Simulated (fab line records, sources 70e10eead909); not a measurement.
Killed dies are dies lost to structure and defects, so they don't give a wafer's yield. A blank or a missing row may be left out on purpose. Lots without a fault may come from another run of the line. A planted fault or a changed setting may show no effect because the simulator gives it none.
A struck lot beside a sound one | flow nand_harc | 17 steps out of a route of 1302
Sound: wafers L546.3, L546.4, L546.6. Struck: wafers L548.3, L548.4, L548.5. The cause comes at the end.
At each step with rows: each side's tool, then ch and its chambers, then its first start. Under that, the readings that differ: sound wafers | struck wafers | difference of the means | sigmas: that difference in standard deviations of wafers without a fault.
alike: readings whose means differ by less than 2 such deviations, and words and numbers that are the same on both sides. not compared: withheld readings, readings that some wafer has no value for, bounds like >300 that may hide the same value, and numbers for which the record gives no deviation and whose values overlap.
The two part at a step that has a row with sigmas, a row that says differs or no value, or rows on one side only. Numbers that don't overlap but have no deviation are shown without sigmas and don't part them. A reading that every wafer of one side lacks parts them only if that side has two wafers or more.

first, 2 steps without rows for these wafers: NHARC_A_CHANNEL_HOLE_D1_STRIP_42 (strips in CF4/CHF3); NHARC_A_CHANNEL_HOLE_D1_STRIP_43 (strips in O2/COS).
NHARC_A_CHANNEL_HOLE_D1_ETCH_44: etches the open film in CF4/O2, target depth 140 nm, overetch 14 nm, time 77 s.
  sound on rie_diel-07 ch 2,3, day 10 23:53; struck on rie_diel-07 ch 2,3, day 12 05:37
  alike: cf4_flow_sccm, drypump_motor_current_A, o2_flow_sccm, oes_f_703_au, oes_product_au, rf_vpp_V, showerhead_plenum_p_Torr, throttle_valve_pct
  not compared: rf_hours_counter_h
NHARC_A_CHANNEL_HOLE_D1_STRIP_27: strips in O2.
  sound on rie_diel-07 ch 0,1,2; struck on rie_diel-07 ch 2,3
  alike: drypump_motor_current_A, o2_flow_sccm, oes_product_au, rf_vpp_V, showerhead_plenum_p_Torr, throttle_valve_pct
  not compared: rf_hours_counter_h
then, 2 steps without rows for these wafers: NHARC_A_CHANNEL_HOLE_D1_PRECLEAN_28 (cleans in SC1); NHARC_A_CHANNEL_HOLE_D1_SRD_29.
NHARC_A_CHANNEL_HOLE_D1_CD_MEAS_30:
  sound on cd_sem-02, day 11 00:41; struck on cd_sem-02, day 12 06:31
  alike: cd_nm
then, 1 step without rows for these wafers: NHARC_A_CHANNEL_HOLE_D1_XSEM_31.
NHARC_A_CHANNEL_HOLE_D1_INSPECT_40:
  sound on defect_inspect-02, day 11 00:52; struck on defect_inspect-01, day 12 06:41
  alike: raw_defect_count
then, 2 steps without rows for these wafers: NHARC_A_CHANNEL_FILL_D1_PRECLEAN_00 (cleans in SC1); NHARC_A_CHANNEL_FILL_D1_SRD_01.
NHARC_A_CHANNEL_FILL_D1_ALD_02: deposits SiO2, target thk 6 nm, pulse time 10 s, ald cycles 60.
  sound on ald_hk-04 ch 0,1,2, day 11 01:04; struck on ald_hk-04 ch 0,2, day 12 06:53
  alike: heater_power_w, precursor_pulse_height_rel, susceptor_temp_C
NHARC_A_CHANNEL_FILL_D1_ALD_03: deposits SiNx, target thk 6 nm, pulse time 60 s, ald cycles 58.
  sound on ald_sin_batch-03 ch 0, day 11 04:31; struck on ald_sin_batch-03 ch 0, day 12 11:33
  reading              | sound                | struck               | difference | sigmas
  susceptor_temp_C (C) | 630.06 629.47 629.43 | 642.64 642.77 643.37 | +13.27     | +49
  alike: chamber_pressure_Torr, precursor_pulse_height_rel
NHARC_A_CHANNEL_FILL_D1_ALD_14: deposits SiO2, target thk 2.5 nm, pulse time 10 s, ald cycles 25.
  sound on ald_hk-03 ch 0,1,2, day 11 08:07; struck on ald_hk-04 ch 0,3, day 12 15:08
  alike: heater_power_w, precursor_pulse_height_rel, susceptor_temp_C
NHARC_A_CHANNEL_FILL_D1_ALD_15: deposits SiNx, target thk 2 nm, pulse time 60 s, ald cycles 19.
  sound on ald_sin_batch-02 ch 0, day 11 11:12; struck on ald_sin_batch-03 ch 0, day 12 20:39
  reading              | sound             | struck            | difference | sigmas
  susceptor_temp_C (C) | 630.6 630.6 630.0 | 642.8 642.5 643.2 | +12.4      | +41
  alike: chamber_pressure_Torr, precursor_pulse_height_rel
NHARC_A_CHANNEL_FILL_D1_ALD_16: deposits SiO2, target thk 1.5 nm, pulse time 10 s, ald cycles 15.
  sound on ald_hk-01 ch 2,3, day 11 13:19; struck on ald_hk-04 ch 0,1,2, day 12 22:46
  reading              | sound                | struck      | difference                    | sigmas
  heater_power_w (W)   | 376 439 386          | 536 530 540 | +135                          | +3
  susceptor_temp_C (C) | 300.11 300.00 300.09 | - - -       | no value on the struck wafers |
  alike: precursor_pulse_height_rel
-- the record jumps here: 15 days lie between the struck wafers' starts before and after (it left off in module A_CHANNEL_FILL_D1 and takes up again in module END, whose first step shown is number 1302 of the route) --
NHARC_END_SORT_01:
  sound on prober-01 ch 0, day 26 17:32; struck on prober-01 ch 0, day 27 17:33
  reading         | sound | struck | difference | sigmas
  killed_at_other | 0 0 0 | 3 0 5  | +3         | +2
  alike: killed_at_array, killed_at_periphery, killed_dies, killed_open, killed_short

WHERE THEY PART
First at NHARC_A_CHANNEL_FILL_D1_ALD_03; last, within this record, at NHARC_END_SORT_01.

WHY: what the simulator had put in
Process parameter drift: ald_sin_batch-03, from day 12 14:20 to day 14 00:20, at NHARC_A_CHANNEL_FILL_D1_ALD_03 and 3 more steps. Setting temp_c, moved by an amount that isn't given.
